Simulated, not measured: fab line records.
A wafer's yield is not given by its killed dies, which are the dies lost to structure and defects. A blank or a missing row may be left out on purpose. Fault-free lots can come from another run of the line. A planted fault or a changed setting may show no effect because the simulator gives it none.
A struck lot beside a sound one -- flow n5 finfet -- 23 steps out of a route of 1938
Sound: wafers L621.1, L621.5, L621.6. Struck: wafer L627.6. (L627.3, L627.4 of the same lot were not struck and are left out.) The cause comes at the end.
For every step that has rows: the tool of each side, followed by ch and its chambers, followed by its first start. Under that, the readings that differ: sound wafers -- struck wafers -- difference of the means -- sigmas: that difference in standard deviations of wafers without a fault.
alike: a reading whose means differ by less than 2 such deviations, as well as words and numbers matching on both sides. not compared: withheld readings; readings where some wafer has no value; bounds like >300 that might hide an equal value; numbers whose values overlap and for which the record gives no deviation.
Wherever a step has rows on one side only, a row that says differs or no value, or a row with sigmas, the two part there. Numbers that have no deviation but don't overlap get no sigmas and don't part them. A reading that every wafer of one side lacks parts them only if that side has two wafers or more.

N5_BEOL_M6_ETCH_62: etches SOC in N2/H2, target depth 110 nm, overetch 22 nm, time 165 s.
  sound on rie diel-01 ch 0,2,3, day 11 21:44; struck on rie diel-04 ch 3, day 14 06:41
  alike: drypump motor current A, oes product au, rf vpp V, showerhead plenum p Torr, temp c, throttle valve pct
  not compared: rf hours counter h
then, 1 step without rows for these wafers: N5_BEOL_M6_STRIP_68 (strips in N2/H2).
N5_BEOL_M6_STRIP_67: strips in CF4.
  sound on rie diel-01 ch 0,2,3, day 11 21:53; struck on rie diel-04 ch 3, day 14 06:50
  alike: drypump motor current A, oes product au, rf vpp V, showerhead plenum p Torr, throttle valve pct
  not compared: rf hours counter h
N5_BEOL_M6_HM_OPEN_17: chemistry Cl2/BCl3, target TiN, target depth 20 nm, overetch 6 nm.
  sound on rie metal-01 ch 0,1, day 11 21:55; struck on rie metal-03 ch 1, day 14 06:54
reading,sound,struck,difference,sigmas
drypump motor current A (A),5.0 5.5 5.0,6.7,+1.5,+3
  alike: oes product au, throttle valve pct
  not compared: rf hours counter h
N5_BEOL_M6_STRIP_19: strips in O2.
  sound on rie diel-01 ch 0,1,2, day 11 22:05; struck on rie diel-01 ch 0, day 14 06:59
  alike: drypump motor current A, oes product au, rf vpp V, showerhead plenum p Torr, temp c, throttle valve pct
  not compared: rf hours counter h
N5_BEOL_M6_CD_MEAS_18: pitch 80 nm, target cd 40 nm.
  struck on cd sem-03, day 14 07:04; sound on cd sem-01, day 11 22:09
  alike: cd nm
then, 6 steps without rows for these wafers: N5_BEOL_M6_COAT_63 (time 60 s, resist thk 60 nm); N5_BEOL_M6_COAT_64 (time 60 s, resist thk 12 nm); N5_BEOL_M6_COAT_71 (time 60 s, resist thk 5 nm); N5_BEOL_M6_COAT_22 (resist thk 30 nm); N5_BEOL_M6_EBR_24; N5_BEOL_M6_SOFTBAKE_23 (time 60 s).
N5_BEOL_M6_EXPOSE_25: exposes mask V5, target cd 40 nm.
  sound on euv scanner-01 ch 0, day 11 23:43; struck on euv scanner-01 ch 0, day 14 08:42
  alike: mask
then, 2 steps without rows for these wafers: N5_BEOL_M6_PEB_26 (peb time 60 s); N5_BEOL_M6_DEVELOP_27 (develop time 30 s).
N5_BEOL_M6_CD_MEAS_28: the cd target is 40 nm.
  sound on cd sem-03 ch 0, day 11 23:51; struck on cd sem-01 ch 0, day 14 08:49
  alike: cd nm
N5_BEOL_M6_OVL_MEAS_29:
  sound on overlay-02 ch 0, day 11 23:53; struck on overlay-01 ch 0, day 14 08:52
  alike: V5_OVL
N5_BEOL_M6_INSPECT_30: inspects for defects (brightfield).
  struck on defect inspect-01, day 14 09:12; sound on defect inspect-01, day 11 23:56
  alike: raw defect count
N5_BEOL_M6_DESCUM_33: chemistry O2, time 7 s.
  sound on rie diel-04 ch 0,2,3, day 11 23:59; struck on rie diel-06 ch 1, day 14 09:14
reading,sound,struck,difference,sigmas
model.BEOL_M6.cd nm (nm),40.2 40.2 40,40.6,+0.5,
  alike: drypump motor current A, oes product au, rf vpp V, showerhead plenum p Torr, temp c, throttle valve pct
  not compared: rf hours counter h
N5_BEOL_M6_ETCH_72: etches underlayer in N2/H2, target depth 6.5 nm, time 5.2 s.
  sound on rie diel-04 ch 0,2,3, day 12 00:02; struck on rie diel-06 ch 1, day 14 09:16
  alike: drypump motor current A, etch rf on time s, oes product au, rf vpp V, showerhead plenum p Torr, throttle valve pct
  not compared: rf hours counter h
N5_BEOL_M6_ETCH_65: etches SiARC in CF4, target depth 15.6 nm, time 26 s.
  sound on rie diel-04 ch 0,2,3, day 12 00:02; struck on rie diel-06 ch 1, day 14 09:17
reading,sound,struck,difference,sigmas
model.BEOL_M6.cd nm (nm),40.2 40 40,40.8,+0.7,
  alike: drypump motor current A, etch rf on time s, oes product au, rf vpp V, showerhead plenum p Torr, throttle valve pct
  not compared: rf hours counter h
then, 1 step without rows for these wafers: N5_BEOL_M6_ETCH_66 (etches SOC in N2/H2, target depth 80 nm, overetch 16 nm, time 120 s).
-- record jumps: 4 days separate the struck wafers' starts on either side; left off in module BEOL_M6, taken up again in module PASSIVATION, whose first shown step is the route's number 1936 --
N5_PASSIVATION_PROBE_49:
  only the struck wafers here have rows in the record (prober-02, day 18 02:21); the sound ones have none

WHERE THEY PART
At N5_BEOL_M6_HM_OPEN_17 first; at N5_PASSIVATION_PROBE_49 last (within this record only).

WHY: whatever the simulator had introduced
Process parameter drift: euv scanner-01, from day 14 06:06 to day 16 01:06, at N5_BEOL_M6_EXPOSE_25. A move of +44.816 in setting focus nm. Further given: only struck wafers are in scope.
